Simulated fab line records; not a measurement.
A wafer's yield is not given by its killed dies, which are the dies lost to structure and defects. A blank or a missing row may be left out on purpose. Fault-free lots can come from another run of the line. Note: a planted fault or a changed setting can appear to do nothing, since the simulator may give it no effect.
Lot-split experiment / flow n5 finfet / 21 wafers read across 7 lots, on a route 1938 steps long

== THE SPLIT ==
At N5_SD_EPI_N_PEB_07 (peb time 60 s), the setting peb temp c was moved away from the recipe's 110 C on 5 of the 21 wafers read, by -2.6% to +3.2%. All remaining wafers had this setting at the recipe value.

== FROM THE SPLIT ON TO THE READING: in between, the file shows 1 step ==
- N5_SD_EPI_N_DEVELOP_08: develop time 30 s

== THE READING ==
cd nm, in nm, at N5_SD_EPI_N_CD_MEAS_09 (target cd 120 nm). Fault-free wafers of this fab line usually give 120.5 nm, standard deviation 1.1 nm.

wafer=L081.1; tool, chamber at the split=litho track-04, 0; peb temp c as run, C=110; against the recipe=recipe; cd nm, nm=120.8; against lot-mates on the recipe=-
wafer=L081.2; tool, chamber at the split=litho track-04, 0; peb temp c as run, C=111; against the recipe=+0.9%; cd nm, nm=122.2; against lot-mates on the recipe=+2.1
wafer=L081.3; tool, chamber at the split=litho track-04, 0; peb temp c as run, C=110; against the recipe=recipe; cd nm, nm=119.4; against lot-mates on the recipe=-
wafer=L082.2; tool, chamber at the split=litho track-05, 0; peb temp c as run, C=110; against the recipe=recipe; cd nm, nm=121.3; against lot-mates on the recipe=-
wafer=L082.4; tool, chamber at the split=litho track-05, 0; peb temp c as run, C=110; against the recipe=recipe; cd nm, nm=122.0; against lot-mates on the recipe=-
wafer=L082.6; tool, chamber at the split=litho track-05, 0; peb temp c as run, C=110; against the recipe=recipe; cd nm, nm=120.4; against lot-mates on the recipe=-
wafer=L083.3; tool, chamber at the split=litho track-04, 0; peb temp c as run, C=110; against the recipe=recipe; cd nm, nm=119.9; against lot-mates on the recipe=-
wafer=L083.4; tool, chamber at the split=litho track-04, 0; peb temp c as run, C=110; against the recipe=recipe; cd nm, nm=120.4; against lot-mates on the recipe=-
wafer=L083.6; tool, chamber at the split=litho track-04, 0; peb temp c as run, C=111; against the recipe=+0.9%; cd nm, nm=124.1; against lot-mates on the recipe=+3.9
wafer=L086.1; tool, chamber at the split=litho track-05, 0; peb temp c as run, C=110; against the recipe=recipe; cd nm, nm=121.9; against lot-mates on the recipe=-
wafer=L086.2; tool, chamber at the split=litho track-05, 0; peb temp c as run, C=110; against the recipe=recipe; cd nm, nm=120.3; against lot-mates on the recipe=-
wafer=L086.3; tool, chamber at the split=litho track-05, 0; peb temp c as run, C=110; against the recipe=recipe; cd nm, nm=120.1; against lot-mates on the recipe=-
wafer=L087.1; tool, chamber at the split=litho track-04, 0; peb temp c as run, C=110; against the recipe=recipe; cd nm, nm=120.9; against lot-mates on the recipe=-
wafer=L087.2; tool, chamber at the split=litho track-04, 0; peb temp c as run, C=110; against the recipe=recipe; cd nm, nm=121.2; against lot-mates on the recipe=-
wafer=L087.3; tool, chamber at the split=litho track-04, 0; peb temp c as run, C=107.2; against the recipe=-2.5%; cd nm, nm=114.3; against lot-mates on the recipe=-6.8
wafer=L088.1; tool, chamber at the split=litho track-05, 0; peb temp c as run, C=110; against the recipe=recipe; cd nm, nm=119.7; against lot-mates on the recipe=-
wafer=L088.4; tool, chamber at the split=litho track-05, 0; peb temp c as run, C=110; against the recipe=recipe; cd nm, nm=120.8; against lot-mates on the recipe=-
wafer=L088.6; tool, chamber at the split=litho track-05, 0; peb temp c as run, C=107.1; against the recipe=-2.6%; cd nm, nm=113.2; against lot-mates on the recipe=-7.0
wafer=L090.2; tool, chamber at the split=litho track-05, 0; peb temp c as run, C=113.5; against the recipe=+3.2%; cd nm, nm=128.7; against lot-mates on the recipe=+8.6
wafer=L090.4; tool, chamber at the split=litho track-05, 0; peb temp c as run, C=110; against the recipe=recipe; cd nm, nm=120.3; against lot-mates on the recipe=-
wafer=L090.6; tool, chamber at the split=litho track-05, 0; peb temp c as run, C=110; against the recipe=recipe; cd nm, nm=119.9; against lot-mates on the recipe=-

THE FIT
A straight line over all 21 wafers: cd nm changes by +2.62 nm for each +1% of peb temp c; r = +0.97; the points scatter about the line by 0.75 nm.
The same after taking each lot's own level away (the mean of its wafers on the recipe; 21 wafers): +2.72 nm for each +1%; r = +0.98; scatter 0.62 nm.
According to that fit, moving peb temp c by its largest amount changes the reading by 8.7 nm.
Across the lots, their own levels run from 120.10 to 121.23 nm, a range of 1.0 times the standard deviation given above.
Hence the lot-to-lot level has little effect on the slope; both slopes agree.
Check: +8.83 nm against its lot-mates is what the line predicts for one of the wafers moved furthest among these (+3.2%) when that wafer is left out of the fit. It came out at +8.6 nm against them.

== FURTHER SPLITS ON THESE WAFERS ==
Before the reading, these wafers also passed through other splits. Each is held against what the fit with the lots' levels taken away leaves over:
other split on the same wafers=N5_PMOS_HMC_CHANNEL_EPI_PEB_07 peb temp c; wafers away from the commonest value=7; r with cd nm (lot level and that fit taken away)=+0.02
other split on the same wafers=N5_PMOS_HMC_CHANNEL_EPI_DEVELOP_08 develop time s; wafers away from the commonest value=6; r with cd nm (lot level and that fit taken away)=-0.09
other split on the same wafers=N5_FIN_SAQP_SPACER1_ALD_24 ald cycles; wafers away from the commonest value=6; r with cd nm (lot level and that fit taken away)=-0.18
other split on the same wafers=N5_FIN_SAQP_COAT_68 spin rpm; wafers away from the commonest value=4; r with cd nm (lot level and that fit taken away)=-0.02
other split on the same wafers=N5_DUMMY_GATE_COAT_34 spin rpm; wafers away from the commonest value=7; r with cd nm (lot level and that fit taken away)=-0.18
other split on the same wafers=N5_DUMMY_GATE_COAT_28 spin rpm; wafers away from the commonest value=3; r with cd nm (lot level and that fit taken away)=+0.39

== FILE'S OWN FIT ==
cd nm changes by +2.73 nm for each +1% of peb temp c, r = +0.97.
